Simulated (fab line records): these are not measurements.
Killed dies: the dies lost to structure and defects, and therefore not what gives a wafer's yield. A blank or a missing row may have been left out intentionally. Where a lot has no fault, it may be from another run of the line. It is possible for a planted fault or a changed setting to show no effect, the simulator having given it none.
Which tool is to blame?	flow nand harc	12 lots with 34 wafers sampled at 5 steps, on a route of 1302 steps

== WHAT EACH GAUGE READ, for each wafer ==
NHARC_END_SORT_01. Usual: for defect limited yield, 90 % with a standard deviation of 4.1; for killed at array, 63 with a standard deviation of 27; for killed at other, 0.7 with a standard deviation of 1.2; for killed at periphery, 3.1 with a standard deviation of 2; for killed dies, 67 with a standard deviation of 28; for killed open, 3.0 with a standard deviation of 1.9; for killed short, 2.2 with a standard deviation of 1.5.
lot	measured	on	defect limited yield (%)	killed at array	killed at other	killed at periphery	killed dies	killed open	killed short	flag
L387	day 30 13:50	prober-02	76	159	0	4	163	2	2	OFF

== EACH LOT AND THE TOOL THAT RAN IT (in order: tool; ch and the chambers of the sampled wafers; start) ==
lot	NHARC_A_M0_ETCH_34	NHARC_A_M0_STRIP_18	NHARC_A_M0_DEGAS_28	NHARC_A_M0_PRE_CLEAN_29
L374	rie diel-09 ch 1,3, day 22 17:40	rie diel-05 ch 0,1, day 22 17:58	pvd sputter-03, day 22 18:32	pvd sputter-03, day 22 18:37
L373	rie diel-05 ch 1,2,3, day 22 22:39	rie diel-10 ch 0,1,3, day 22 22:59	pvd sputter-01, day 22 23:32	pvd sputter-01, day 22 23:35
L376	rie diel-05 ch 0,2,3, day 23 22:59	rie diel-10 ch 0,2,3, day 23 23:17	pvd sputter-03, day 23 23:53	pvd sputter-03, day 23 23:56
L377	rie diel-05 ch 0,3, day 24 01:30	rie diel-09 ch 0,1,3, day 24 01:52	pvd sputter-01, day 24 02:19	pvd sputter-01, day 24 02:23
L379	rie diel-09 ch 0,1,3, day 24 23:39	rie diel-05 ch 1,2,3, day 24 23:56	pvd sputter-03, day 25 00:29	pvd sputter-03, day 25 00:33
L380	rie diel-05 ch 0,1,2, day 25 04:10	rie diel-10 ch 0,2,3, day 25 04:30	pvd sputter-02, day 25 05:00	pvd sputter-02, day 25 05:04
L387	rie diel-10 ch 2, day 28 12:28	rie diel-10 ch 1, day 28 12:46	pvd sputter-02, day 28 13:19	pvd sputter-02, day 28 13:20
L391	rie diel-05 ch 2,3, day 30 17:22	rie diel-09 ch 2,3, day 30 17:41	pvd sputter-02, day 30 18:13	pvd sputter-02, day 30 18:17
L392	rie diel-10 ch 1,2,3, day 30 23:35	rie diel-05 ch 0,2,3, day 30 23:56	pvd sputter-03, day 31 00:26	pvd sputter-03, day 31 00:28
L395	rie diel-09 ch 0,2, day 31 15:37	rie diel-09 ch 0,1,3, day 31 15:55	pvd sputter-02, day 31 16:26	pvd sputter-02, day 31 16:30
L396	rie diel-05 ch 1,2,3, day 31 18:26	rie diel-09 ch 0,2,3, day 31 18:44	pvd sputter-01, day 31 19:15	pvd sputter-01, day 31 19:19
L394	rie diel-10 ch 0,2,3, day 32 01:10	rie diel-10 ch 0,2, day 32 01:32	pvd sputter-01, day 32 02:04	pvd sputter-01, day 32 02:07
- NHARC_A_M0_ETCH_34: etches the open film in N2/H2, target depth 40 nm, overetch 12 nm, time 43.94 s.
- NHARC_A_M0_STRIP_18: strips in N2/H2.
- NHARC_A_M0_DEGAS_28: time 60 s.
- NHARC_A_M0_PRE_CLEAN_29: time 30 s.

== WHAT THE TOOLS THEMSELVES READ (means of the sampled wafers that have a number; where no wafer has one, the mark that the record gives instead) ==
NHARC_A_M0_ETCH_34. Usual: drypump motor current A 5.6 A, standard deviation 0.44; n2 flow sccm 150.0 sccm, standard deviation 0.46; oes product au 1.001 a.u., standard deviation 0.013; rf vpp V 431.7 V, standard deviation 2.7; showerhead plenum p Torr 2.08 Torr, standard deviation 0.094; throttle valve pct 14.171 %, standard deviation 0.0094.
lot	tool	drypump motor current A (A)	n2 flow sccm (sccm)	oes product au (a.u.)	rf vpp V (V)	showerhead plenum p Torr (Torr)	throttle valve pct (%)	flag
L374	rie diel-09	5.3	150.0	0.997	434.0	2.16	14.168	
L373	rie diel-05	5.3	150.0	1.002	432.2	2.10	14.178	
L376	rie diel-05	5.6	149.9	1.008	433.8	2.14	14.167	
L377	rie diel-05	5.8	150.4	1.023	433.0	2.15	14.175	
L379	rie diel-09	5.5	150.0	1.012	433.9	2.16	14.162	
L380	rie diel-05	5.5	149.7	1.003	431.3	2.11	14.165	
L387	rie diel-10	4.9	150.4	0.985	426.4	1.93	14.173	
L391	rie diel-05	5.5	150.1	1.014	432.6	2.13	14.173	
L392	rie diel-10	5.5	149.8	0.998	427.9	1.94	14.166	
L395	rie diel-09	6.1	150.1	0.996	431.9	2.09	14.171	
L396	rie diel-05	5.4	150.1	1.001	431.7	2.09	14.161	
L394	rie diel-10	5.4	150.2	0.995	430.4	2.03	14.175	

NHARC_A_M0_STRIP_18. Usual: for drypump motor current A, 5.6 A with a standard deviation of 0.47; for n2 flow sccm, 150.0 sccm with a standard deviation of 0.45; for oes product au, 1.003 a.u. with a standard deviation of 0.015; for power w, 1000 W with a standard deviation of 3.2; for rf vpp V, 90.9 V with a standard deviation of 1; for showerhead plenum p Torr, 2.08 Torr with a standard deviation of 0.098; for throttle valve pct, 14.171 % with a standard deviation of 0.0086.
lot	tool	drypump motor current A (A)	n2 flow sccm (sccm)	oes product au (a.u.)	power w (W)	rf vpp V (V)	showerhead plenum p Torr (Torr)	throttle valve pct (%)	flag
L374	rie diel-05	5.7	150.0	0.997	1001	91.9	2.12	14.183	
L373	rie diel-10	5.7	150.4	1.002	1001	90.4	2.02	14.176	
L376	rie diel-10	5.4	150.0	1.004	996	90.7	2.03	14.169	
L377	rie diel-09	5.5	149.4	1.002	1002	91.4	2.16	14.172	
L379	rie diel-05	5.4	149.9	1.007	1000	91.1	2.10	14.176	
L380	rie diel-10	5.4	150.2	1.008	1000	89.9	2.03	14.173	
L387	rie diel-10	5.7	150.2	1.003	1001	91.4	1.88	14.173	
L391	rie diel-09	6.2	150.5	0.982	999	90.9	2.03	14.163	
L392	rie diel-05	5.6	150.1	1.012	1001	91.5	2.14	14.176	
L395	rie diel-09	5.5	149.8	1.017	1001	92.6	2.16	14.173	
L396	rie diel-09	6.0	150.3	0.990	999	90.7	2.09	14.168	
L394	rie diel-10	5.3	150.1	0.990	1000	91.5	2.08	14.171	

NHARC_A_M0_DEGAS_28. Usual: heater power w reads 356 W (standard deviation 35).
lot	tool	heater power w (W)	flag
L374	pvd sputter-03	289	
L373	pvd sputter-01	363	
L376	pvd sputter-03	332	
L377	pvd sputter-01	362	
L379	pvd sputter-03	345	
L380	pvd sputter-02	329	
L387	pvd sputter-02	397	
L391	pvd sputter-02	346	
L392	pvd sputter-03	319	
L395	pvd sputter-02	357	
L396	pvd sputter-01	365	
L394	pvd sputter-01	350	

NHARC_A_M0_PRE_CLEAN_29. Usual: heater power w reads 439 W (standard deviation 40).
lot	tool	heater power w (W)	flag
L374	pvd sputter-03	402	
L373	pvd sputter-01	451	
L376	pvd sputter-03	409	
L377	pvd sputter-01	455	
L379	pvd sputter-03	427	
L380	pvd sputter-02	460	
L387	pvd sputter-02	398	
L391	pvd sputter-02	427	
L392	pvd sputter-03	444	
L395	pvd sputter-02	455	
L396	pvd sputter-01	453	
L394	pvd sputter-01	445	

== THE ANSWER, worked out from the rows above alone ==
Rule: a lot is off if the mean of its wafers that have a number lies more than 3 standard deviations from the usual mean. Also off: a lot with no number at a reading for which 4 or more lots have one. Any other lot the step has rows for is counted as sound. First the gauges in route order, then the tools' own readings, where a lot's mean is used as printed above. At the first step where some lot is off, the reading lying furthest off is the one used; lots without a number count as furthest.
Off: L387 (NHARC_END_SORT_01, killed at array). Neither off nor sound, because the step has no rows for them: L374, L373, L376, L377, L379, L380, L391, L392, L395, L396, L394.
If a tool, at a process step before that reading, ran all the lots that are off and no sound lot after the first of them, it fits. Those tools and the gauges at NHARC_END_SORT_01 are tried in the same way. Can't be told from this: 3 tools fit, rie diel-10 at NHARC_A_M0_ETCH_34 and NHARC_A_M0_STRIP_18, pvd sputter-02 at NHARC_A_M0_DEGAS_28 and NHARC_A_M0_PRE_CLEAN_29, prober-02 at NHARC_END_SORT_01.

== WHAT THE SIMULATOR HAD INSERTED ==
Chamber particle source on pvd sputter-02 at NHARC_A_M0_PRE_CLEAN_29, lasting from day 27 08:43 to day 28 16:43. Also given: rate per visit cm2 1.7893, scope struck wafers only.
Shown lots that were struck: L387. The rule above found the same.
